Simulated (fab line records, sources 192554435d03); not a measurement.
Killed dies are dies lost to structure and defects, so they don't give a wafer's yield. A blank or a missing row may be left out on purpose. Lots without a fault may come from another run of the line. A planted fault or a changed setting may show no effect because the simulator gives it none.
fab line records | flow n5_finfet
record lots=9 wafers=26 last_day=17
route steps=1938 shown DUMMY_REMOVAL@377 HKMG_FIN@386 BEOL_M4@1111
lots that met no fault: from a run of the same line without faults
start_h: hours from the record's first day to the start of the lot's first wafer shown | wait_h: hours since the lot's step before | " the same as in the row above | L1.1+2: a row that stands for several wafers | - no value, or no start given | * or withheld: withheld | < > ~ a bound
route shown NAME@n: a module of which the file shows steps, and the number in the route of the first | usual: mean/standard deviation of fault-free wafers | same: alike in all rows | chamber/n: place in a boat | sites: the reading at each site | _std_site: their standard deviation | _edge_site: outer sites' mean less inner sites' | radius_mm: how far each site lies from the wafer's centre | mask NAME#n: copy n | behind: the tool/chamber that last shaped the wafer | hold: why the lot was held/for how many hours/how that ended | device: the transistor (n, p or np) that didn't switch | end of line: the same wafers' tests at the end of the route | a step without rows: its recipe alone | killed: dies lost to structure and defects at the first sort, not the wafer's yield | map: a wafer's dies, x killed, . not, _ none there
set.NAME: the setting as run; set.NAME@STEP: as run at that earlier step | model.NAME: the simulator's own value behind a step, which no gauge read
steps of the route over a sample of lots; a table a step, a row a wafer
services: from which hour (start_h, from the record's first day; less than 0 if before it) a tool's chamber was out of use, for how many hours, and why
## steps
# step N5_DUMMY_REMOVAL_HM_STRIP_01
# recipe chemistry=CH3F/O2 material=SiNx target_depth_a=40 stop_on=poly-Si time_s=6.8 over_etch_frac=0.3 ion_energy_ev=60 power_w=410 bias_w=29 Ar_flow_sccm=150 CH3F_flow_sccm=30 O2_flow_sccm=20
# usual drypump_motor_current_A=5.7/0.61 oes_product_au=0.66/0.073 rf_vpp_V=127.5/1.1 showerhead_plenum_p_Torr=2.00/0.065 throttle_valve_pct=16.34/0.21
# columns lot.wafer tool chamber start_h wait_h drypump_motor_current_A oes_product_au rf_hours_counter_h rf_vpp_V showerhead_plenum_p_Torr throttle_valve_pct
L759.2 rie_diel-04 2 67.58 0.0 6.2 0.66 94 126.7 1.95 16.41
L759.3 " 0 " " 5.3 0.57 235 127.0 1.89 16.49
L759.5 " 1 " " 5.9 0.65 - 128.6 2.10 16.35
L760.2 rie_diel-06 3 74.87 0.0 5.1 0.60 170 126.0 1.91 16.62
L760.4 " 1 " " 4.9 0.62 - 128.0 2.00 16.34
L760.6 " 2 " " 6.6 0.57 - 128.1 2.06 16.71
L764.1 rie_diel-06 3 101.49 0.2 5.1 0.60 181 124.9 1.91 16.66
L764.2 " 2 " " 6.6 0.57 247 127.2 2.05 16.72
L764.4 " 1 " " 5.0 0.61 180 126.6 1.99 16.35
L765.3 rie_diel-01 1 105.64 0.0 6.8 0.70 51 127.3 2.04 16.14
L765.5 " 1 " " 6.7 0.70 - 128.7 2.04 16.15
L765.6 " 0 " " 5.5 0.71 - 127.1 2.04 16.11
L771.1 rie_diel-01 1 146.57 0.0 6.7 0.68 65 126.8 2.03 16.18
L771.3 " 3 " " 5.4 0.55 248 127.1 1.97 16.37
L772.1 rie_diel-06 0 150.16 0.0 6.3 0.76 15 128.1 2.05 16.02
L772.2 " 1 " " 5.0 0.60 192 126.8 1.99 16.39
L772.5 " 1 " " 4.9 0.60 - 128.5 1.99 16.38
L777.1 rie_diel-06 2 177.93 0.2 6.6 0.77 7 128.9 2.05 16.28
L777.5 " 0 " " 6.3 0.73 - 126.5 2.05 16.08
L777.6 " 1 " " 4.9 0.59 - 128.6 1.98 16.40
L778.2 rie_diel-04 2 184.87 0.1 6.2 0.62 134 127.9 1.93 16.47
L778.4 " 0 " " 5.4 0.77 17 128.2 2.13 16.09
L778.6 " 2 " " 6.2 0.62 - 126.7 1.93 16.47
L779.2 rie_diel-06 2 191.00 0.0 6.6 0.76 10 128.4 2.05 16.27
L779.5 " 3 " " 5.1 0.59 - 126.2 1.90 16.69
L779.6 " 0 " " 6.2 0.73 - 128.3 2.05 16.05
# step N5_HKMG_FIN_HK_ALD_01
# recipe material=HfO2 target_thk_a=16 temp_c=withheld ald_precursor_family=HfCl4 ald_co_reactant=H2O pulse_time_s=3 purge_time_s=3 co_reactant_purge_time_s=2.5 co_reactant_pulse_time_s=0.3 ald_cycles=30
# usual ald_cycles=30/0 precursor_pulse_height_rel=0.999/0.021
# same co_reactant_pulse_time_s=0.3
# columns lot.wafer tool chamber start_h wait_h ald_cycles precursor_pulse_height_rel
L759.2 ald_hk-03 3 68.13 0.0 30 1.014
L759.3 " 2 " " 30 1.011
L759.5 " 2 " " 30 1.022
L760.2 ald_hk-01 2 75.46 0.0 30 1.008
L760.4 " 1 " " 30 1.013
L760.6 " 0 " " 30 0.969
L764.1 ald_hk-02 3 102.20 0.1 30 1.021
L764.2 " 2 " " 30 1.010
L764.4 " 1 " " 30 0.965
L765.3 ald_hk-01 3 106.23 0.0 30 0.969
L765.5 " 3 " " 30 0.965
L765.6 " 2 " " 30 0.997
L771.1 ald_hk-02 1 147.12 0.0 30 1.018
L771.3 " 0 " " 30 1.013
L772.1 ald_hk-03 3 150.71 0.0 30 0.998
L772.2 " 1 " " 30 1.015
L772.5 " 3 " " 30 0.990
L777.1 ald_hk-01 3 178.54 0.0 30 0.956
L777.5 " 1 " " 30 0.981
L777.6 " 2 " " 30 1.012
L778.2 ald_hk-03 2 185.48 0.0 30 1.018
L778.4 " 3 " " 30 1.040
L778.6 " 3 " " 30 0.992
L779.2 ald_hk-01 0 191.63 0.0 30 1.030
L779.5 " 3 " " 30 1.022
L779.6 " 0 " " 30 1.002
# step N5_HKMG_FIN_DESCUM_53
# recipe chemistry=O2 time_s=7.9 source_power_w=50 bias_power_w=20 pressure_mtorr=20 rf_frequency_hz=2.712e+07 temp_c=40 resist=CAR-ArF o2_flow_sccm=225
# usual drypump_motor_current_A=6.0/0.51 oes_product_au=0.79/0.083 rf_vpp_V=244.0/1.3 showerhead_plenum_p_Torr=2.14/0.068 throttle_valve_pct=20.40/0.19
# columns lot.wafer tool chamber start_h wait_h drypump_motor_current_A oes_product_au rf_hours_counter_h rf_vpp_V showerhead_plenum_p_Torr throttle_valve_pct
L759.2 rie_diel-03 0 69.04 0.0 6.4 0.71 221 244.5 2.16 20.46
L759.3 " 2 " " 5.8 0.67 245 242.1 1.97 20.92
L759.5 " 0 " " 6.4 0.70 - 244.3 2.16 20.46
L760.2 rie_diel-05 3 76.37 0.0 6.4 0.75 153 245.3 2.18 20.56
L760.4 " 0 " " 5.7 0.78 92 242.4 2.20 20.47
L760.6 " 2 " " 5.9 0.73 - 245.0 2.18 20.24
L764.1 rie_diel-02 2 103.68 0.0 6.1 0.71 224 241.2 1.98 20.71
L764.2 " 3 " " 5.8 0.86 71 244.2 2.20 20.53
L764.4 " 0 " " 6.2 0.75 156 244.5 2.17 20.36
L765.3 rie_diel-03 2 107.32 0.0 5.8 0.98 1 244.3 2.24 20.53
L765.5 " 1 " " 6.7 0.76 - 245.4 2.18 20.05
L765.6 " 2 " " 5.8 0.98 - 245.2 2.24 20.52
L771.1 rie_diel-03 3 148.24 0.1 6.1 0.77 143 243.5 2.09 20.47
L771.3 " 1 " " 6.7 0.75 163 244.8 2.17 20.08
L772.1 rie_diel-03 3 151.75 0.0 6.1 0.77 144 242.2 2.09 20.49
L772.2 " 2 " " 5.8 0.91 19 246.3 2.23 20.55
L772.5 " 1 " " 6.7 0.74 - 244.8 2.17 20.07
L777.1 rie_diel-03 1 179.57 0.0 6.7 0.74 177 244.5 2.17 20.09
L777.5 " 3 " " 6.1 0.76 - 243.8 2.09 20.49
L777.6 " 2 " " 5.8 0.88 - 245.7 2.22 20.57
L778.2 rie_diel-03 1 186.62 0.3 6.7 0.73 180 244.9 2.17 20.11
L778.4 " 0 " " 6.4 0.94 6 243.7 2.15 20.18
L778.6 " 3 " " 6.1 0.75 - 243.0 2.09 20.50
L779.2 rie_diel-05 2 192.60 0.0 5.9 0.70 231 242.7 2.16 20.27
L779.5 " 0 " " 5.7 0.74 - 245.2 2.18 20.52
L779.6 " 2 " " 5.9 0.70 - 244.4 2.16 20.29
# step N5_HKMG_FIN_ALD_36
# recipe material=TiN target_thk_a=10 temp_c=400 ald_precursor_family=TiCl4 ald_co_reactant=NH3 pulse_time_s=1 purge_time_s=3 co_reactant_purge_time_s=2 co_reactant_pulse_time_s=2 ald_cycles=47 pressure_torr=3
# usual ald_cycles=47/0 heater_power_w=901/150 precursor_pulse_height_rel=1.001/0.019
# same co_reactant_pulse_time_s=2
# columns lot.wafer tool chamber start_h wait_h ald_cycles heater_power_w precursor_pulse_height_rel
L759.2 ald_metal-02 0 71.22 0.0 47 793 0.999
L759.3 " 2 " " 47 1304 1.006
L759.5 " 0 " " 47 806 0.970
L760.2 ald_metal-01 2 78.50 0.0 47 916 1.003
L760.4 " 0 " " 47 925 1.031
L760.6 " 3 " " 47 739 1.012
L764.1 ald_metal-01 0 105.82 0.0 47 913 0.982
L764.2 " 1 " " 47 764 1.014
L764.4 " 2 " " 47 907 1.035
L765.3 ald_metal-01 0 109.73 0.0 47 931 0.984
L765.5 " 2 " " 47 907 0.982
L765.6 " 0 " " 47 919 1.011
L771.1 ald_metal-01 2 150.71 0.0 42 898 0.979
L771.3 " 0 " " 42 896 1.010
L772.1 ald_metal-01 1 154.08 0.0 42 778 1.043
L772.2 " 3 " " 47 723 0.995
L772.5 " 1 " " 47 779 1.004
L777.1 ald_metal-03 1 181.74 0.0 47 1066 1.006
L777.5 " 1 " " 47 1053 0.983
L777.6 " 0 " " 47 941 1.029
L778.2 ald_metal-02 1 188.76 0.0 47 836 1.036
L778.4 " 2 " " 47 1317 0.990
L778.6 " 0 " " 47 803 0.978
L779.2 ald_metal-03 1 194.73 0.0 47 1090 0.997
L779.5 " 2 " " 47 1071 0.985
L779.6 " 3 " " 47 843 0.996
# step N5_BEOL_M4_RC_MEAS_101
# usual DIBL_N=36.4/1.4 DIBL_P=36.4/1.5 IOFF_N=0.156/0.022 IOFF_P=0.210/0.023 ION_N=675/9.1 ION_P=463/5.7 SS_N=71.6/0.45 SS_P=73.3/0.56 VT_N=250/3.1 VT_P=-250.3/2.3
# columns lot.wafer tool chamber start_h wait_h DIBL_N[mV/V] DIBL_P[mV/V] IOFF_N[nA/um] IOFF_P[nA/um] ION_N[uA/um] ION_P[uA/um] SS_N[mV/dec] SS_P[mV/dec] VT_N[mV] VT_P[mV]
L759.2 prober-01 0 198.47 0.2 35.5 32.1 0.117 0.181 667 459 71.3 73.0 259 -252.0
L759.3 " 0 " " 38.7 36.9 0.175 0.263 674 463 72.3 73.6 249 -247.5
L759.5 " 0 " " 37.8 35.6 0.158 0.238 680 465 72.1 74.2 251 -249.4
L760.2 prober-01 0 202.31 0.2 36.4 38.4 0.172 0.220 680 464 71.4 73.1 248 -247.6
L760.4 " 0 " " 34.4 36.0 0.147 0.183 676 466 71.8 73.3 251 -254.1
L760.6 " 0 " " 35.7 37.3 0.159 0.201 680 463 71.4 73.2 252 -251.3
L764.1 prober-01 0 223.88 0.0 33.9 35.1 0.142 0.200 676 467 71.2 72.2 248 -251.3
L764.2 " 0 " " 35.9 38.1 0.189 0.241 688 465 72.3 73.4 245 -246.9
L764.4 " 0 " " 34.0 34.8 0.141 0.192 663 462 70.7 72.0 251 -251.6
L765.3 prober-02 0 229.45 0.3 37.7 35.4 0.175 0.232 686 474 71.6 74.0 249 -249.3
L765.5 " 0 " " 38.0 35.8 0.183 0.243 683 466 71.3 73.6 248 -246.3
L765.6 " 0 " " 36.7 34.6 0.151 0.211 681 470 70.9 73.6 250 -248.6
L771.1 prober-01 0 257.31 0.0 35.0 35.1 0.130 0.158 666 453 71.2 72.8 252 -260.4
L771.3 " 0 " " 36.0 36.3 0.141 0.172 671 456 71.7 74.3 253 -255.6
L772.1 prober-01 0 275.01 0.0 39.9 36.8 0.185 0.212 683 457 70.8 73.8 248 -253.3
L772.2 " 0 " " 36.8 32.7 0.114 0.179 657 461 70.9 72.2 254 -251.9
L772.5 " 0 " " 38.7 35.2 0.155 0.214 676 465 71.2 73.6 250 -249.4
L777.1 prober-02 0 306.09 0.0 39.0 37.6 0.191 0.251 683 470 72.0 73.5 250 -247.7
L777.5 " 0 " " 37.2 35.8 0.156 0.227 678 469 71.0 73.2 251 -247.3
L777.6 " 0 " " 37.0 35.3 0.150 0.210 674 462 71.3 73.4 253 -249.9
L778.2 prober-02 0 311.12 0.2 34.7 36.0 0.134 0.192 678 465 71.1 72.3 252 -251.0
L778.4 " 0 " " 34.6 35.4 0.130 0.187 661 459 71.7 72.1 251 -251.1
L778.6 " 0 " " 33.9 34.7 0.116 0.168 665 456 71.0 72.4 254 -252.2
L779.2 prober-02 0 315.48 0.2 35.8 35.7 0.152 0.211 673 468 71.3 73.6 252 -248.7
L779.5 " 0 " " 34.8 34.3 0.131 0.188 672 465 71.2 73.3 251 -250.2
L779.6 " 0 " " 35.5 35.9 0.142 0.224 673 467 71.6 73.2 252 -248.7
## services
# columns tool chamber start_h hours kind
rie_diel-04 1 46.04 2.6 repair
rie_diel-03 1 48.64 15.8 repair
rie_diel-06 2 57.16 4.2 repair
rie_diel-01 0 66.08 1.5 repair
ald_hk-03 - 75.76 1.3 repair
ald_metal-02 1 76.37 13.5 repair
ald_metal-02 - 80.70 0.9 repair
ald_hk-02 - 86.81 2.8 pm
rie_diel-06 - 92.89 0.4 repair
ald_metal-01 3 95.73 23.2 repair
rie_diel-03 - 99.11 2.8 pm
ald_metal-03 - 100.69 1.1 repair
ald_metal-01 - 112.48 8.7 pm
rie_diel-06 2 114.51 5.9 repair
rie_diel-06 - 116.53 12.6 repair
ald_metal-03 - 118.22 8.7 pm
ald_metal-01 - 148.22 1.2 pm
ald_metal-01 2 151.27 28.5 repair
ald_metal-02 2 155.50 3.8 repair
ald_hk-01 - 164.95 1.2 pm
ald_hk-03 - 166.26 0.4 repair
rie_diel-06 1 183.64 4.6 repair
ald_metal-02 0 189.12 17.4 repair
rie_diel-05 3 191.40 1.4 repair
## key
first_sign step=N5_HKMG_FIN_ALD_36 reading=ald_cycles direction=down sigmas=99+ usual=* struck=*
effect none on later readings
met_at N5_HKMG_FIN_ALD_36
struck_lots L771,L772
struck_wafers L771.1,L771.3,L772.1
not_acting_at N5_DUMMY_REMOVAL_HM_STRIP_01,N5_HKMG_FIN_HK_ALD_01,N5_HKMG_FIN_DESCUM_53
onset_between 109.73 150.71
fault kind=process_parameter_drift tool=ald_metal-01 chamber=- onset_h=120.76 steps=N5_HKMG_FIN_ALD_36 channel=ald_cycles offset=* shape=step end_h=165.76 scope=struck_wafers_only acts_in=* stated=*
